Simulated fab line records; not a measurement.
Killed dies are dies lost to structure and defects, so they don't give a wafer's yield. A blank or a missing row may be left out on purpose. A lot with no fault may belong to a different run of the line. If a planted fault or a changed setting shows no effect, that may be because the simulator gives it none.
fab line records	flow n5-finfet
record: lots: 9	wafers: 27	last-day: 19
route steps=1938 shown BEOL_M4@1111 BEOL_M10@1470 PASSIVATION@1936
lots that met no fault: taken from a fault-free run of the same line
start-h: hours from the record's first day to the start of the lot's first wafer shown	wait-h: time in hours since the lot's previous step	" repeats the value in the row above	L1.1+2: one row covering several wafers at once	- no value, or no start given	* or withheld: withheld	< > ~ a bound
route shown NAME@n: NAME is a module with steps in the file, n the number in the route of the first one	usual: mean/standard deviation taken from wafers without a fault	same: alike in all rows	chamber/n: place in a boat	sites: the reading at each site	_std_site: standard deviation of those values	_edge_site: the outer-site mean with the inner-site mean subtracted	radius-mm: for every site, how far away it sits from the centre of the wafer	mask NAME#n: copy n	behind: the last tool/chamber to shape the wafer	hold: why the lot was held/for how many hours/how that ended	device: which transistor (n, p or np) failed to switch	end of line: the same wafers' tests at the end of the route	step lacking rows: just its recipe	killed: the dies lost at the first sort to structure and to defects; this is not the yield of the wafer	map: a wafer's dies, x killed, . not, _ none there
set.NAME: the setting that was run; set.NAME@STEP: the one run at that earlier step	model.NAME: the simulator's own value behind a step, which no gauge read
steps of the route over a sample of lots; a table a step, a row a wafer
services: a tool's chamber out of use, with start hour (start-h, from the record's first day; less than 0 if before it), hours out, and reason
== steps ==
step: N5_BEOL_M4_RC_MEAS_101
usual: DIBL_N: 35.8/1.7	DIBL_P: 35.3/2	IOFF_N: 0.150/0.026	IOFF_P: 0.194/0.029	ION_N: 667/11	ION_P: 456/7.1	SS_N: 71.4/0.65	SS_P: 73.1/0.64	VT_N: 251/3	VT_P: -252/3.2
lot.wafer	tool	chamber	start-h	wait-h	DIBL_N[mV/V]	DIBL_P[mV/V]	IOFF_N[nA/um]	IOFF_P[nA/um]	ION_N[uA/um]	ION_P[uA/um]	SS_N[mV/dec]	SS_P[mV/dec]	VT_N[mV]	VT_P[mV]
L497.1	prober-02	0	223.98	0.0	36.1	36.4	0.148	0.197	663	452	71.0	73.3	252	-252
L497.4	"	0	"	"	36.0	36.0	0.150	0.196	671	462	71.1	73.4	253	-255
L497.5	"	0	"	"	37.7	37.8	0.173	0.228	666	457	72.4	74.0	247	-250
L501.1	prober-02	0	260.43	0.0	34.8	34.4	0.118	0.165	659	450	70.4	72.9	254	-255
L501.4	"	0	"	"	35.6	35.2	0.126	0.167	649	448	71.1	72.2	254	-256
L501.6	"	0	"	"	34.6	33.4	0.110	0.152	638	445	70.9	72.4	257	-259
L502.1	prober-02	0	269.99	0.0	34.0	35.8	0.141	0.208	676	468	70.9	72.7	250	-249
L502.3	"	0	"	"	32.6	33.2	0.123	0.172	667	458	70.8	71.9	251	-251
L502.4	"	0	"	"	36.1	38.3	0.184	0.250	680	468	71.3	73.2	247	-243
L506.2	prober-02	0	286.73	0.2	37.4	38.0	0.163	0.246	681	466	70.8	73.6	250	-247
L506.3	"	0	"	"	32.9	32.1	0.104	0.162	668	461	70.4	72.0	254	-252
L506.4	"	0	"	"	36.3	35.2	0.139	0.201	664	467	70.6	72.2	253	-251
L508.1	prober-01	0	286.95	0.0	35.4	34.1	0.146	0.177	670	454	71.3	72.7	251	-253
L508.2	"	0	"	"	36.5	35.8	0.153	0.193	656	447	72.2	72.5	251	-252
L508.5	"	0	"	"	36.5	34.9	0.155	0.184	661	453	71.7	73.5	251	-252
L507.1	prober-02	0	307.71	0.4	36.6	34.3	0.161	0.192	668	456	72.1	74.2	251	-252
L507.5	"	0	"	"	35.7	35.7	0.151	0.210	677	458	72.2	73.4	249	-251
L507.6	"	0	"	"	35.0	32.6	0.134	0.162	659	449	71.6	72.8	253	-255
L514.1	prober-01	0	335.82	0.0	36.1	35.1	0.165	0.231	666	467	71.9	72.7	245	-246
L514.4	"	0	"	"	38.2	36.6	0.209	0.262	691	470	71.8	73.3	243	-244
L514.6	"	0	"	"	34.3	31.9	0.121	0.186	652	458	70.9	72.6	251	-251
L515.1	prober-01	0	338.72	0.0	33.6	33.6	0.139	0.173	664	454	70.7	72.6	250	-253
L515.2	"	0	"	"	33.7	32.3	0.123	0.147	652	452	70.9	71.9	254	-257
L515.5	"	0	"	"	33.3	32.0	0.122	0.149	652	445	70.9	72.5	251	-256
L517.2	prober-02	0	347.74	0.2	37.6	35.2	0.177	0.217	680	463	71.3	73.9	248	-248
L517.4	"	0	"	"	36.5	35.3	0.159	0.212	669	461	70.4	72.7	250	-250
L517.5	"	0	"	"	36.8	36.0	0.167	0.225	679	464	71.2	73.7	250	-252
step: N5_BEOL_M10_ILD_DEP_00
recipe: material: SiCOH_lowk	target-thk-a: 3085.1	temp-c: 300	precursor: DEMS/porogen	pressure-torr: 5	rf-w: 500	time-s: 58
usual: heater-power-w: 303/49	showerhead-plenum-p-Torr: 5.744/0.017	showerhead-vpp-V: 1350/62	throttle-valve-pct: 13.9/0.82
lot.wafer	tool	chamber	start-h	wait-h	heater-power-w	showerhead-plenum-p-Torr	showerhead-vpp-V	throttle-valve-pct
L497.1	pecvd-03	2	272.94	0.0	288	5.753	1282	12.7
L497.4	"	2	"	"	296	5.738	1265	12.4
L497.5	"	0	"	"	393	5.727	1338	14.1
L501.1	pecvd-02	2	309.78	0.0	315	5.749	1268	14.2
L501.4	"	0	"	"	250	5.756	1389	14.4
L501.6	"	2	"	"	334	5.768	1318	14.5
L502.1	pecvd-01	2	317.89	0.0	346	5.754	1304	12.7
L502.3	"	1	"	"	279	5.766	1292	15.7
L502.4	"	1	"	"	286	5.787	1291	15.2
L508.1	pecvd-03	0	333.50	0.0	340	5.742	1340	14.4
L508.2	"	2	"	"	316	5.753	1277	13.1
L508.5	"	2	"	"	243	5.762	1281	12.7
L506.2	pecvd-03	1	334.23	0.0	220	5.723	1495	14.3
L506.3	"	0	"	"	390	5.727	1330	14.4
L506.4	"	2	"	"	293	5.738	1297	12.6
L507.1	pecvd-03	1	353.90	0.0	278	5.725	1468	14.3
L507.5	"	0	"	"	392	5.739	1321	14.0
L507.6	"	2	"	"	245	5.752	1267	12.8
L514.1	pecvd-01	1	393.92	0.0	278	5.791	1294	15.4
L514.4	"	1	"	"	284	5.776	1299	15.6
L514.6	"	0	"	"	333	5.734	1355	13.6
L515.1	pecvd-02	2	398.05	0.0	393	5.736	1295	14.4
L515.2	"	0	"	"	243	5.771	1385	14.4
L515.5	"	2	"	"	316	5.741	1278	14.4
L517.2	pecvd-03	0	399.83	0.0	367	5.732	1350	14.3
L517.4	"	0	"	"	373	5.724	1322	14.4
L517.5	"	0	"	"	383	5.742	1312	14.4
step: N5_BEOL_M10_STRIP_67
recipe: chemistry: CF4	resist: SiARC	power-w: 300	bias-power-w: 75	pressure-mtorr: 50	cf4-flow-sccm: 150	rf-frequency-hz: 6e+07
usual: drypump-motor-current-A: 5.9/0.48	oes-product-au: 0.81/0.087	rf-vpp-V: 271.4/1.7	showerhead-plenum-p-Torr: 1.80/0.068	throttle-valve-pct: 13.5/0.37
lot.wafer	tool	chamber	start-h	wait-h	drypump-motor-current-A	oes-product-au	rf-hours-counter-h	rf-vpp-V	showerhead-plenum-p-Torr	throttle-valve-pct
L497.1	rie-diel-04	0	274.44	0.0	6.0	0.73	172	270.7	1.79	14.0
L497.4	"	3	"	"	5.2	0.93	9	273.1	1.89	13.0
L497.5	"	2	"	"	5.6	0.70	-	268.9	1.72	14.0
L501.1	rie-diel-01	0	312.19	0.0	6.4	0.68	241	270.8	1.84	14.0
L501.4	"	3	"	"	6.0	0.84	84	271.2	1.74	13.2
L501.6	"	3	"	"	6.0	0.84	-	269.5	1.74	13.2
L502.1	rie-diel-04	1	319.95	0.0	6.4	0.83	63	272.3	1.80	13.2
L502.3	"	2	"	"	5.6	0.69	240	270.6	1.71	14.0
L502.4	"	0	"	"	6.0	0.72	192	272.7	1.78	14.1
L508.1	rie-diel-01	2	335.77	0.0	6.5	0.72	205	269.1	1.72	14.1
L508.2	"	3	"	"	5.9	0.84	94	269.7	1.74	13.2
L508.5	"	0	"	"	6.5	0.68	-	272.3	1.84	14.0
L506.2	rie-diel-01	1	336.51	0.0	5.8	0.82	80	269.5	1.74	13.7
L506.3	"	3	"	"	6.0	0.83	94	270.2	1.74	13.2
L506.4	"	2	"	"	6.5	0.72	-	269.7	1.72	14.1
L507.1	rie-diel-01	3	357.62	0.0	6.0	0.82	103	270.2	1.74	13.2
L507.5	"	2	"	"	6.5	0.71	-	270.3	1.72	14.1
L507.6	"	3	"	"	6.0	0.82	-	269.3	1.74	13.2
L514.1	rie-diel-04	3	395.75	0.0	5.2	0.84	56	273.3	1.88	13.1
L514.4	"	1	"	"	6.4	0.79	92	272.6	1.79	13.3
L514.6	"	2	"	"	5.6	0.93	-	274.9	1.92	13.5
L515.1	rie-diel-04	1	401.18	0.0	6.4	0.80	93	271.4	1.79	13.3
L515.2	"	3	"	"	5.2	0.85	57	273.3	1.88	13.1
L515.5	"	0	"	"	6.0	0.70	-	270.4	1.77	14.1
L517.2	rie-diel-03	1	402.14	0.0	5.2	0.84	72	271.8	1.81	13.3
L517.4	"	0	"	"	5.7	0.87	45	273.3	1.90	13.3
L517.5	"	3	"	"	6.5	0.89	-	271.8	1.83	13.2
step: N5_BEOL_M10_INSPECT_30
recipe: mode: adi	inspect-instrument: brightfield
usual: raw-defect-count: 413/84
lot.wafer	tool	chamber	start-h	wait-h	raw-defect-count
L497.1	defect-inspect-01	-	275.71	0.0	315
L497.4	"	-	"	"	329
L497.5	"	-	"	"	297
L501.1	defect-inspect-02	-	314.79	0.0	541
L501.4	"	-	"	"	420
L501.6	"	-	"	"	426
L502.1	defect-inspect-01	-	321.18	0.0	368
L502.3	"	-	"	"	325
L502.4	"	-	"	"	477
L508.1	defect-inspect-02	-	337.05	0.0	212
L508.2	"	-	"	"	209
L508.5	"	-	"	"	359
L506.2	defect-inspect-01	-	337.35	0.0	361
L506.3	"	-	"	"	297
L506.4	"	-	"	"	324
L507.1	defect-inspect-02	-	359.87	0.0	375
L507.5	"	-	"	"	450
L507.6	"	-	"	"	391
L514.1	defect-inspect-01	-	396.48	0.0	406
L514.4	"	-	"	"	319
L514.6	"	-	"	"	402
L515.1	defect-inspect-02	-	402.02	0.0	454
L515.2	"	-	"	"	472
L515.5	"	-	"	"	389
L517.2	defect-inspect-02	-	403.67	0.0	349
L517.4	"	-	"	"	414
L517.5	"	-	"	"	378
step: N5_BEOL_M10_VIA_ETCH_34
recipe: chemistry: C4F6/O2	target: SiCOH_lowk	target-depth-a: 1845	mask-material: SOC	taper-deg: 4	time-s: 69.2	ion-energy-ev: 250	pressure-mtorr: 30	source-w: 345	bias-w: 185	Ar_flow_sccm: 300	C4F6_flow_sccm: 10	O2_flow_sccm: 10
usual: C4F6_flow_sccm: 10.00/0.034	O2_flow_sccm: 10.000/0.029	drypump-motor-current-A: 5.9/0.48	oes-product-au: 0.80/0.089	rf-vpp-V: 673/14	showerhead-plenum-p-Torr: 2.85/0.12	throttle-valve-pct: 20.9/0.33
lot.wafer	tool	chamber	start-h	wait-h	C4F6_flow_sccm	O2_flow_sccm	drypump-motor-current-A	oes-product-au	rf-hours-counter-h	rf-vpp-V	showerhead-plenum-p-Torr	throttle-valve-pct
L497.1	rie-diel-04	3	276.00	0.0	9.97	10.035	5.2	0.93	10	699	3.02	20.4
L497.4	"	1	"	"	9.99	9.929	6.4	0.86	43	682	2.91	20.6
L497.5	"	2	"	"	10.01	10.008	5.6	0.69	-	686	2.70	21.2
L501.1	rie-diel-01	3	315.07	0.0	10.06	10.018	5.9	0.85	86	665	2.77	20.6
L501.4	"	1	"	"	10.00	9.987	5.8	0.84	72	671	2.75	20.9
L501.6	"	1	"	"	9.97	9.954	5.8	0.85	-	671	2.75	20.9
L502.1	rie-diel-04	3	321.42	0.0	10.12	10.026	5.2	0.88	28	699	3.02	20.4
L502.3	"	0	"	"	9.98	10.041	6.0	0.71	192	662	2.83	21.4
L502.4	"	2	"	"	10.02	10.017	5.6	0.68	240	687	2.69	21.2
L508.1	rie-diel-04	0	337.29	0.0	-	-	-	-	-	-	-	-
L508.2	"	3	"	"	-	-	-	-	-	-	-	-
L508.5	"	1	"	"	-	-	-	-	-	-	-	-
L506.2	rie-diel-01	2	337.70	0.0	-	-	-	-	-	-	-	-
L506.3	"	1	"	"	-	-	-	-	-	-	-	-
L506.4	"	2	"	"	-	-	-	-	-	-	-	-
L507.1	rie-diel-01	3	360.12	0.0	9.97	9.969	6.0	0.82	104	664	2.76	20.6
L507.5	"	1	"	"	10.06	9.989	5.7	0.82	-	673	2.74	20.9
L507.6	"	2	"	"	9.99	9.952	6.6	0.70	-	664	2.70	21.3
L514.1	rie-diel-01	2	396.72	0.0	10.02	10.018	6.5	0.70	227	664	2.69	21.3
L514.4	"	0	"	"	9.97	10.018	6.4	0.95	13	651	2.92	21.0
L514.6	"	3	"	"	10.02	10.011	5.9	0.81	-	663	2.76	20.6
L515.1	rie-diel-04	2	402.70	0.0	9.93	10.006	5.6	0.93	13	696	3.02	20.9
L515.2	"	3	"	"	10.00	9.981	5.2	0.83	58	698	3.00	20.5
L515.5	"	3	"	"	9.94	9.990	5.2	0.83	-	699	3.00	20.5
L517.2	rie-diel-01	1	403.92	0.0	10.06	10.003	5.8	0.80	103	672	2.73	20.9
L517.4	"	0	"	"	9.97	9.990	6.4	0.95	16	651	2.92	21.0
L517.5	"	1	"	"	10.04	9.995	5.8	0.80	-	671	2.73	20.9
step: N5_PASSIVATION_PROBE_49
usual: defect-limited-yield: 91.5/1.4	killed_at_M0_to_M3: 34/11	killed_at_M4_up: 15/6	killed-at-contacts: 11/5.9	killed-at-front-end: 37/11	killed-at-other: 3.6/2.9	killed-dies: 101/17	killed-on-rim: 13/4	killed-open: 66/12	killed-short: 33/7.8	sort_bin_5_function: 5.0/0.97	sort_bin_6_memory: 3.2/0.65	sort_bin_8_speed: 0.02/0.2	sort-n-pass: 1079/17	sort-yield-pct: 91.4/1.4
same: gross-dies: 1180	killed-at-back-side: 0	sort_bin_4_leakage[%]: 0
lot.wafer	tool	chamber	start-h	wait-h	defect-limited-yield[%]	killed_at_M0_to_M3	killed_at_M4_up	killed-at-contacts	killed-at-front-end	killed-at-other	killed-dies	killed-on-rim	killed-open	killed-short	sort_bin_5_function[%]	sort_bin_6_memory[%]	sort_bin_8_speed[%]	sort-n-pass	sort-yield-pct[%]
L508.1	prober-01	-	392.37	0.0	0	44	1092	8	36	0	1180	152	63	37	96.8	3.0	0	0	0
L508.2	prober-01	-	392.42	0.1	0	17	1109	9	40	5	1180	152	55	32	97.1	2.7	0	0	0
L508.5	prober-01	-	392.57	0.2	0	43	1095	7	31	4	1180	152	69	32	96.6	2.9	0	0	0
L506.2	prober-02	-	401.85	0.1	0	42	1094	12	31	1	1180	152	69	32	95.8	4.0	0	0	0
L506.3	prober-02	-	401.90	0.1	0	17	1120	6	37	0	1180	152	48	24	98.1	1.5	0	0	0
L506.4	prober-02	-	401.95	0.2	0	19	1126	5	25	5	1180	152	42	25	98.1	1.6	0	0	0
killed by level:class
L508.1 BEOL_M10:area-etch=1079 BEOL_M0_SAQP:geometric-particle:short=19 STI_FIN_REVEAL:geometric-particle:open=10 BEOL_M0_SAQP:geometric-particle:open=9 BEOL_M1:geometric-particle:open=7 BEOL_M4:geometric-particle:open=7 DUMMY_GATE:geometric-particle:open=6 FIN_SAQP:geometric-particle:open=5
L508.2 BEOL_M10:area-etch=1093 STI_FIN_REVEAL:geometric-particle:open=8 BEOL_M4:geometric-particle:open=8 GATE_CUT:geometric-particle:short=7 MOL_CONTACT_COAG:geometric-particle:open=7 FIN_SAQP:geometric-particle:open=6 DUMMY_GATE:geometric-particle:open=4 GATE_CUT:geometric-particle:open=4
L508.5 BEOL_M10:area-etch=1077 BEOL_M4:geometric-particle:open=13 BEOL_M0_SAQP:geometric-particle:short=10 BEOL_M3:geometric-particle:open=10 BEOL_M2:geometric-particle:open=9 STI_FIN_REVEAL:geometric-particle:open=8 MOL_CONTACT_COAG:geometric-particle:open=6 BEOL_M0_SAQP:geometric-particle:open=6
L506.2 BEOL_M10:area-etch=1079 MOL_CONTACT_COAG:geometric-particle:open=12 BEOL_M2:geometric-particle:open=9 BEOL_M0_SAQP:geometric-particle:short=8 GATE_CUT:geometric-particle:open=6 BEOL_M3:geometric-particle:open=6 FIN_SAQP:geometric-particle:open=5 BEOL_M2:geometric-particle:short=5
L506.3 BEOL_M10:area-etch=1108 STI_FIN_REVEAL:geometric-particle:open=7 BEOL_M4:geometric-particle:open=7 BEOL_M3:geometric-particle:open=7 GATE_CUT:geometric-particle:short=5 GATE_CUT:geometric-particle:open=5 ILD0:geometric-particle:open=4 MOL_CONTACT_COAG:geometric-particle:open=4
L506.4 BEOL_M10:area-etch=1113 BEOL_M4:geometric-particle:open=6 GATE_CUT:geometric-particle:open=5 BEOL_M0_SAQP:geometric-particle:short=5 MOL_CONTACT_COAG:geometric-particle:open=4 BEOL_M3:geometric-particle:open=4 FIN_SAQP:geometric-particle:short=3 STI_FIN_REVEAL:geometric-particle:open=3
== services ==
tool	chamber	start-h	hours	kind
rie-diel-03	1	252.93	10.3	repair
pecvd-02	0	273.39	5.5	scheduled-down
pecvd-01	-	284.69	6.0	pm
pecvd-03	2	286.05	2.1	scheduled-down
rie-diel-04	2	296.24	7.2	repair
pecvd-03	-	296.50	5.5	pm
pecvd-02	-	308.73	1.0	repair
rie-diel-01	0	335.79	-	clean
rie-diel-01	0	335.79	-	consumable-replace:focus-ring
rie-diel-03	0	346.69	3.6	repair
pecvd-03	-	346.72	1.8	repair
rie-diel-04	2	349.27	-	clean
rie-diel-04	2	349.27	-	consumable-replace:focus-ring
rie-diel-04	2	349.27	-	consumable-replace:showerhead
rie-diel-04	2	349.27	16.0	scheduled-down
rie-diel-04	2	349.27	16.0	vent-cycle
rie-diel-03	3	355.22	1.7	repair
rie-diel-03	0	357.58	3.6	repair
rie-diel-04	0	357.66	5.9	repair
pecvd-02	1	357.81	13.2	repair
pecvd-01	1	374.02	4.6	repair
rie-diel-03	-	374.21	0.7	repair
pecvd-01	-	379.46	1.3	repair
pecvd-03	2	395.78	5.5	scheduled-down
== key ==
first-sign: step: N5_BEOL_M10_VIA_ETCH_34	reading: tool-record	direction: missing
effect: step: N5_PASSIVATION_PROBE_49	reading: killed_at_M4_up	direction: up	sigmas: 99+	usual: 15	struck: 1106
more-kills-born-at: N5_BEOL_M10_VIA_ETCH_34@rie-diel-01: 3300	N5_BEOL_M10_VIA_ETCH_34@rie-diel-04: 3249
met-at N5_BEOL_M10_VIA_ETCH_34
struck-lots L506,L508
later-rows-left-out L506.2,L506.3,L506.4,L508.1,L508.2,L508.5
not-acting-at N5_BEOL_M10_ILD_DEP_00,N5_BEOL_M10_STRIP_67,N5_BEOL_M10_INSPECT_30
onset-between 321.42 337.29
fault: kind: skipped-step-whole	tool: rie-diel-01,rie-diel-04	chamber: -	onset-h: 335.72	steps: N5_BEOL_M10_VIA_ETCH_34	scope: struck-lots-only
later-rows-left-out: the simulator's readings of these wafers behind a module that went badly wrong aren't trusted and aren't shown, but for the sort
